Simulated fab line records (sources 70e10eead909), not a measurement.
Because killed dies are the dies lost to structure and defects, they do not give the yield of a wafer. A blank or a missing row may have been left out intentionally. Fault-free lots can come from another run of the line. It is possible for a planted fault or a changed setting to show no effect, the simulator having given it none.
Chamber matching    flow nandHarc    4 sister chambers for NHARC_A_CONTACT_ETCH_106 on rieDiel-06
The step etches the open film in CF4/O2, target depth 90 nm, overetch 9 nm, time 49.5 s. 8 wafers are shown with their chamber, then 12 later ones without.

## WAFERS, EACH WITH ITS CHAMBER
wafer   chamber  drypumpMotorCurrentA (A)  showerheadPlenumPTorr (Torr)
L081.5  1        5.1                       1.30
L084.5  2        6.3                       1.37
L089.1  3        5.3                       1.33
L089.3  0        6.4                       1.39
L089.5  3        5.3                       1.33
L088.3  2        6.3                       1.36
L088.4  1        5.0                       1.30
L088.5  0        6.4                       1.39

## WAFERS WITHOUT THEIR CHAMBER
wafer   drypumpMotorCurrentA (A)  showerheadPlenumPTorr (Torr)
L091.2  6.4                       1.39
L091.4  5.3                       1.33
L091.5  5.3                       1.33
L093.1  6.4                       1.39
L093.4  5.1                       1.30
L093.5  5.3                       1.33
L094.1  5.1                       1.30
L094.2  6.4                       1.39
L094.4  6.3                       1.36
L096.1  5.0                       1.30
L096.5  5.3                       1.33
L096.6  6.3                       1.36

## CHAMBER TAKEN BY EACH
wafer   from the rows above  in truth
L091.2  0                    0
L091.4  3                    3
L091.5  3                    3
L093.1  0                    0
L093.4  1                    1
L093.5  3                    3
L094.1  1                    1
L094.2  0                    0
L094.4  2                    2
L096.1  1                    1
L096.5  3                    3
L096.6  2                    2
Correctly placed: 12 of 12. Can't be placed from these rows: 0. Wrongly placed: 0.
How it was worked out, from the rows above alone: a wafer's distance from a chamber is the root of the sum, over the readings, of the square of ((its reading less the chamber's mean) divided by the reading's scatter). The wafer belongs to the nearest chamber; if the next one is less than 2 further off, it can't be placed. For every chamber, the mean is computed from those of its wafers that are shown. The scatter: the root of (the sum of the squares of (reading less its chamber's mean) over the shown wafers, divided by (wafers less chambers)).
